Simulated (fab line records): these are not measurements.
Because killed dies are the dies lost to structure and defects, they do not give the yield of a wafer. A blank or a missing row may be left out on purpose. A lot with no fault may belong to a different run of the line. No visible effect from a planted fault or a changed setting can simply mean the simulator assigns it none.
Split-lot trial    flow n5 finfet    21 wafers read from 7 lots, route of 1938 steps

THE SPLIT ITSELF
At N5_HKMG_FIN_COAT_43 (resist thk 90 nm), the setting spin rpm was moved away from the recipe's 1500 rpm on 3 of the 21 wafers read, by +7.8% to +9.9%. The other wafers ran this setting at the recipe's value.

FROM THE SPLIT TO THE READING: what the file shows between them, 4 steps
- N5_HKMG_FIN_EXPOSE_46: exposes mask NDIPOLE (also split here: dose mj)
- N5_HKMG_FIN_PEB_47: peb time 60 s
- N5_HKMG_FIN_DEVELOP_48: develop time 30 s
- N5_HKMG_FIN_CD_MEAS_49: target cd 202 nm

THE READING
CAR-ArF_of_HKMG_FIN_COAT_43.thk nm (the simulator's own value, which no gauge read), in nm, at N5_HKMG_FIN_DESCUM_53 (chemistry O2, time 7.9 s). There is no usual value for it anywhere in the file. Here, 18 wafers ran the recipe; their average is 83.4 nm with a standard deviation of 0.31 nm.

wafer   tool, chamber at the split  spin rpm as run, rpm  against the recipe  CAR-ArF_of_HKMG_FIN_COAT_43.thk nm, nm  against lot-mates on the recipe
L074.1  litho track-03, 0           1500                  recipe              83.8                                    -
L074.2  litho track-03, 0           1500                  recipe              83.6                                    -
L074.3  litho track-03, 0           1500                  recipe              83.6                                    -
L075.1  litho track-03, 0           1500                  recipe              83.2                                    -
L075.3  litho track-03, 0           1500                  recipe              83.2                                    -
L075.5  litho track-03, 0           1500                  recipe              83.4                                    -
L081.2  litho track-03, 0           1500                  recipe              83.4                                    -
L081.3  litho track-03, 0           1500                  recipe              83.6                                    -
L081.4  litho track-03, 0           1500                  recipe              83.6                                    -
L084.3  litho track-04, 0           1500                  recipe              83                                      -
L084.4  litho track-04, 0           1617                  +7.8%               79.8                                    -3.2
L084.6  litho track-04, 0           1617                  +7.8%               80                                      -3.0
L085.1  litho track-03, 0           1500                  recipe              84                                      -
L085.2  litho track-03, 0           1500                  recipe              84                                      -
L085.6  litho track-03, 0           1648                  +9.9%               80                                      -4.0
L092.2  litho track-04, 0           1500                  recipe              83.2                                    -
L092.5  litho track-04, 0           1500                  recipe              83.2                                    -
L092.3  litho track-04, 0           1500                  recipe              83                                      -
L094.2  litho track-04, 0           1500                  recipe              83                                      -
L094.3  litho track-04, 0           1500                  recipe              83.2                                    -
L094.6  litho track-04, 0           1500                  recipe              83.2                                    -

THE FIT
A straight line over all 21 wafers: CAR-ArF_of_HKMG_FIN_COAT_43.thk nm changes by -0.401 nm for each +1% of spin rpm; r = -0.96; the points scatter about the line by 0.35 nm.
The same after taking each lot's own level away (the mean of its wafers on the recipe; 21 wafers): -0.401 nm for each +1%; r = -1.00; scatter 0.091 nm.
The reading moves by 4 nm for the largest change in spin rpm, on that fit.
Across the lots, their own levels run from 83.00 to 84.00 nm, a range of 3.2 times the standard deviation given above.
The two slopes agree, so the slope changes little with the lot-to-lot level.
Check: for one of the wafers moved furthest among these (+9.9%), held out of the fit, the line's prediction against its lot-mates is -3.92 nm. Against them it came out at -4 nm.

OTHER SPLITS ON THESE WAFERS
Other splits were also applied to these wafers ahead of the reading. Each is held against what the fit with the lots' levels taken away leaves over:
other split on the same wafers  wafers away from the commonest value  r with CAR-ArF_of_HKMG_FIN_COAT_43.thk nm (lot level and that fit taken away)
N5_SD_EPI_P_EXPOSE_06 dose mj   9                                     -0.33
N5_HKMG_FIN_EXPOSE_46 dose mj   12                                    -0.02

THE WHOLE CHAIN: every reading that the file lists as answering this split, in the file's order
step                   what it does              reading                                                                              change (the file's fit)                r (the file's)
N5_HKMG_FIN_COAT_43    resist thk 90 nm          CAR-ArF_of_HKMG_FIN_COAT_43.thk nm (the simulator's own value, which no gauge read)  -0.415 nm for each +1% of the setting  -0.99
N5_HKMG_FIN_DESCUM_53  chemistry O2, time 7.9 s  CAR-ArF_of_HKMG_FIN_COAT_43.thk nm (the simulator's own value, which no gauge read)  -0.402 nm for each +1% of the setting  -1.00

THE FILE'S OWN FIT
CAR-ArF_of_HKMG_FIN_COAT_43.thk nm changes by -0.402 nm for each +1% of spin rpm, r = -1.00.
